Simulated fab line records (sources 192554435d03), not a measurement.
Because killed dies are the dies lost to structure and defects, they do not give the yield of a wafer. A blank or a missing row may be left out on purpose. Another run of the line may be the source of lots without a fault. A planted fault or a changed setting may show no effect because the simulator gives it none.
Which of the tools did it? + flow n5-finfet + 9 lots, 27 wafers sampled, at 5 steps of a route of 1938

WHAT EACH GAUGE READ, for each wafer
N5_BEOL_M4_RC_MEAS_101. Usual: DIBL_N 35.7 mV/V, standard deviation 1.3; DIBL_P 35.4 mV/V, standard deviation 1.8; IOFF_N 0.152 nA/um, standard deviation 0.027; IOFF_P 0.20 nA/um, standard deviation 0.034; ION_N 672 uA/um, standard deviation 9.8; ION_P 461 uA/um, standard deviation 7.5; SS_N 71.4 mV/dec, standard deviation 0.55; SS_P 73.1 mV/dec, standard deviation 0.61; VT_N 251 mV, standard deviation 3.3; VT_P -251 mV, standard deviation 3.6.
| lot  | measured     | on        | DIBL_N (mV/V)  | DIBL_P (mV/V)  | IOFF_N (nA/um)    | IOFF_P (nA/um) | ION_N (uA/um) | ION_P (uA/um) | SS_N (mV/dec)  | SS_P (mV/dec)  | VT_N (mV)   | VT_P (mV)      | flag |
|------|--------------|-----------|----------------|----------------|-------------------|----------------|---------------|---------------|----------------|----------------|-------------|----------------|------|
| L372 | day 7 23:58  | prober-01 | 34.0 35.2 34.4 | 32.5 34.1 34.2 | 0.114 0.133 0.126 | 0.16 0.18 0.18 | 661 670 659   | 457 464 452   | 70.3 70.6 71.3 | 72.7 73.5 73.0 | 255 253 255 | -255 -251 -250 |      |
| L374 | day 8 13:11  | prober-02 | 34.3 34.6 33.5 | 36.0 34.9 35.0 | 0.149 0.144 0.146 | 0.18 0.17 0.17 | 676 664 670   | 457 455 459   | 70.9 71.6 70.7 | 72.8 72.0 73.0 | 252 254 251 | -255 -253 -252 |      |
| L391 | day 12 17:35 | prober-02 | 33.4 33.5 36.0 | 34.1 33.9 36.6 | 0.116 0.108 0.151 | 0.15 0.15 0.18 | 656 649 663   | 451 445 452   | 71.0 70.8 71.3 | 72.4 72.5 73.1 | 256 258 251 | -258 -256 -257 |      |
| L392 | day 12 22:13 | prober-02 | 35.3 37.8 35.5 | 35.0 38.1 35.2 | 0.137 0.182 0.137 | 0.18 0.22 0.18 | 679 689 678   | 464 468 466   | 70.7 71.5 71.0 | 72.9 73.6 73.5 | 254 249 250 | -252 -249 -253 |      |
| L393 | day 13 20:10 | prober-01 | 34.3 36.4 35.3 | 34.6 36.6 35.2 | 0.123 0.150 0.124 | 0.18 0.20 0.17 | 663 673 667   | 458 464 456   | 71.2 71.5 71.2 | 72.0 73.5 72.7 | 253 250 253 | -252 -250 -251 |      |
| L394 | day 14 06:29 | prober-02 | 34.8 33.8 35.4 | 33.5 32.4 34.7 | 0.121 0.104 0.132 | 0.19 0.17 0.20 | 674 653 668   | 459 457 467   | 70.5 70.8 71.3 | 73.0 72.3 73.0 | 254 259 252 | -252 -253 -249 |      |

EACH LOT AND THE TOOL THAT RAN IT (in order: tool; ch and the chambers of the sampled wafers; start)
| lot  | N5_BEOL_M0_SAQP_ALD_48            | N5_BEOL_M0_SAQP_STRIP_75           | N5_BEOL_M0_STRIP_104              | N5_BEOL_M0_ETCH_128                |
|------|-----------------------------------|------------------------------------|-----------------------------------|------------------------------------|
| L372 | ald-sin-03 ch 0,3, day 5 19:17    | rie-diel-03 ch 0,1,2, day 5 19:55  | rie-diel-05 ch 3, day 6 00:31     | rie-diel-06 ch 0,3, day 6 01:07    |
| L374 | ald-sin-03 ch 1,2,3, day 6 11:14  | rie-diel-03 ch 0,3, day 6 11:52    | rie-diel-05 ch 0,1,2, day 6 14:23 | rie-diel-01 ch 0,1,2, day 6 14:38  |
| L386 | ald-sin-03 ch 1,2,3, day 9 12:32  | rie-diel-03 ch 0,2,3, day 9 13:10  | -                                 | -                                  |
| L387 | ald-sin-04 ch 0,2,3, day 9 18:10  | rie-diel-04 ch 0,2,3, day 9 18:47  | -                                 | -                                  |
| L388 | ald-sin-02 ch 0,2,3, day 10 00:37 | rie-diel-03 ch 2,3, day 10 01:14   | -                                 | -                                  |
| L391 | ald-sin-02 ch 0,1,2, day 10 14:48 | rie-diel-02 ch 0,3, day 10 15:26   | rie-diel-05 ch 2,3, day 10 16:38  | rie-diel-06 ch 0,1,2, day 10 16:53 |
| L392 | ald-sin-04 ch 0,2,3, day 10 21:25 | rie-diel-03 ch 0,1,2, day 10 22:02 | rie-diel-01 ch 0,2, day 10 23:31  | rie-diel-05 ch 1,3, day 10 23:38   |
| L393 | ald-sin-04 ch 2,3, day 11 11:32   | rie-diel-02 ch 0,1,3, day 11 12:10 | rie-diel-01 ch 1,2, day 11 14:52  | rie-diel-05 ch 0,1,3, day 11 15:05 |
| L394 | ald-sin-04 ch 0,2, day 11 22:50   | rie-diel-03 ch 1,2, day 11 23:28   | rie-diel-06 ch 2,3, day 12 01:39  | rie-diel-01 ch 0,2, day 12 01:46   |
- N5_BEOL_M0_SAQP_ALD_48: deposits SiO2, target thk 20 nm, pulse time 1 s, co reactant pulse time 1 s.
- N5_BEOL_M0_SAQP_STRIP_75: strips in CF4.
- N5_BEOL_M0_STRIP_104: strips in N2/H2.
- N5_BEOL_M0_ETCH_128: etches SiCN in CF4/N2, target depth 12 nm, overetch 5.1 nm, time 21.4 s.

AS READ BY THE TOOLS THEMSELVES (means over the sampled wafers that have a number; for cases with no such wafer, the mark the record gives instead)
N5_BEOL_M0_SAQP_ALD_48. Usual: chamber-pressure-Torr 2.000 Torr, standard deviation 0.0042; heater-power-w 79 W, standard deviation 6.1; precursor-pulse-height-rel 1.000, standard deviation 0.019.
| lot  | tool       | chamber-pressure-Torr (Torr) | heater-power-w (W) | precursor-pulse-height-rel | flag |
|------|------------|------------------------------|--------------------|----------------------------|------|
| L372 | ald-sin-03 | 2.001                        | 84                 | 1.010                      |      |
| L374 | ald-sin-03 | 1.999                        | 80                 | 0.985                      |      |
| L386 | ald-sin-03 | -                            | -                  | -                          | OFF  |
| L387 | ald-sin-04 | -                            | -                  | -                          | OFF  |
| L388 | ald-sin-02 | -                            | -                  | -                          | OFF  |
| L391 | ald-sin-02 | 2.000                        | 74                 | 1.000                      |      |
| L392 | ald-sin-04 | 2.000                        | 83                 | 0.986                      |      |
| L393 | ald-sin-04 | 2.003                        | 79                 | 0.984                      |      |
| L394 | ald-sin-04 | 1.999                        | 79                 | 1.001                      |      |

N5_BEOL_M0_SAQP_STRIP_75. Usual: drypump-motor-current-A 5.8 A, standard deviation 0.48; oes-product-au 0.178 a.u., standard deviation 0.019; rf-vpp-V 270.4 V, standard deviation 1.5; showerhead-plenum-p-Torr 1.76 Torr, standard deviation 0.059; throttle-valve-pct 13.54 %, standard deviation 0.25.
| lot  | tool        | drypump-motor-current-A (A) | oes-product-au (a.u.) | rf-vpp-V (V) | showerhead-plenum-p-Torr (Torr) | throttle-valve-pct (%) | flag |
|------|-------------|-----------------------------|-----------------------|--------------|---------------------------------|------------------------|------|
| L372 | rie-diel-03 | 5.7                         | 0.167                 | 270.2        | 1.76                            | 13.66                  |      |
| L374 | rie-diel-03 | 6.1                         | 0.181                 | 270.4        | 1.72                            | 13.63                  |      |
| L386 | rie-diel-03 | 6.2                         | 0.176                 | 269.1        | 1.72                            | 13.63                  |      |
| L387 | rie-diel-04 | 5.7                         | 0.181                 | 271.5        | 1.78                            | 13.73                  |      |
| L388 | rie-diel-03 | 6.2                         | 0.175                 | 269.6        | 1.73                            | 13.58                  |      |
| L391 | rie-diel-02 | 6.1                         | 0.201                 | 271.8        | 1.82                            | 13.30                  |      |
| L392 | rie-diel-03 | 5.7                         | 0.187                 | 269.6        | 1.75                            | 13.54                  |      |
| L393 | rie-diel-02 | 5.9                         | 0.183                 | 269.7        | 1.76                            | 13.39                  |      |
| L394 | rie-diel-03 | 5.7                         | 0.180                 | 270.2        | 1.76                            | 13.52                  |      |

N5_BEOL_M0_STRIP_104. Usual: drypump-motor-current-A 5.6 A, standard deviation 0.43; oes-product-au 0.79 a.u., standard deviation 0.085; rf-vpp-V 58.9 V, standard deviation 1.6; showerhead-plenum-p-Torr 2.54 Torr, standard deviation 0.089; temp-c 40.00 C, standard deviation 0.13; throttle-valve-pct 23.67 %, standard deviation 0.25.
| lot  | tool        | drypump-motor-current-A (A) | oes-product-au (a.u.) | rf-vpp-V (V) | showerhead-plenum-p-Torr (Torr) | temp-c (C) | throttle-valve-pct (%) | flag |
|------|-------------|-----------------------------|-----------------------|--------------|---------------------------------|------------|------------------------|------|
| L372 | rie-diel-05 | 5.0                         | 0.95                  | 58.2         | 2.71                            | 39.98      | 23.12                  |      |
| L374 | rie-diel-05 | 5.8                         | 0.92                  | 58.4         | 2.51                            | 39.94      | 23.50                  |      |
| L391 | rie-diel-05 | 5.2                         | 0.85                  | 59.8         | 2.61                            | 40.14      | 23.40                  |      |
| L392 | rie-diel-01 | 5.9                         | 0.71                  | 58.4         | 2.49                            | 39.99      | 23.97                  |      |
| L393 | rie-diel-01 | 5.3                         | 0.72                  | 59.5         | 2.46                            | 39.96      | 23.74                  |      |
| L394 | rie-diel-06 | 5.8                         | 0.77                  | 57.7         | 2.53                            | 40.06      | 23.71                  |      |

N5_BEOL_M0_ETCH_128. Usual: drypump-motor-current-A 5.6 A, standard deviation 0.44; oes-product-au 0.54 a.u., standard deviation 0.051; rf-vpp-V 382.3 V, standard deviation 1.9; showerhead-plenum-p-Torr 2.21 Torr, standard deviation 0.074; throttle-valve-pct 15.45 %, standard deviation 0.28.
| lot  | tool        | drypump-motor-current-A (A) | oes-product-au (a.u.) | rf-vpp-V (V) | showerhead-plenum-p-Torr (Torr) | throttle-valve-pct (%) | flag |
|------|-------------|-----------------------------|-----------------------|--------------|---------------------------------|------------------------|------|
| L372 | rie-diel-06 | 5.1                         | 0.56                  | 384.3        | 2.31                            | 15.62                  |      |
| L374 | rie-diel-01 | 5.7                         | 0.51                  | 381.8        | 2.17                            | 15.55                  |      |
| L391 | rie-diel-06 | 5.6                         | 0.53                  | 384.4        | 2.28                            | 15.59                  |      |
| L392 | rie-diel-05 | 5.7                         | 0.59                  | 384.3        | 2.27                            | 15.18                  |      |
| L393 | rie-diel-05 | 5.5                         | 0.58                  | 382.9        | 2.24                            | 15.22                  |      |
| L394 | rie-diel-01 | 5.9                         | 0.62                  | 381.6        | 2.16                            | 15.38                  |      |

THE ANSWER, worked out from the rows above alone
Rule: lot off if the mean of its wafers having a number is beyond 3 standard deviations from the usual mean. A lot without any number at a reading at which 4 lots or more have one is off too. All remaining lots with rows at the step are treated as sound. The gauges are gone through in route order, then the tools' own readings, and for those a lot's mean is taken as printed above. The first step at which some lot is off is used, and at that step the reading that is off furthest; a lot without a number counts as furthest.
Off, at N5_BEOL_M0_SAQP_ALD_48 on chamber-pressure-Torr: L386, L387, L388. Without a number there: L386, L387, L388.
A tool fits if, at that step or a process step before it, it ran every lot that is off, and no sound lot after the first of them. Of those tried, none fits.

WHAT HAD BEEN PUT IN BY THE SIMULATOR
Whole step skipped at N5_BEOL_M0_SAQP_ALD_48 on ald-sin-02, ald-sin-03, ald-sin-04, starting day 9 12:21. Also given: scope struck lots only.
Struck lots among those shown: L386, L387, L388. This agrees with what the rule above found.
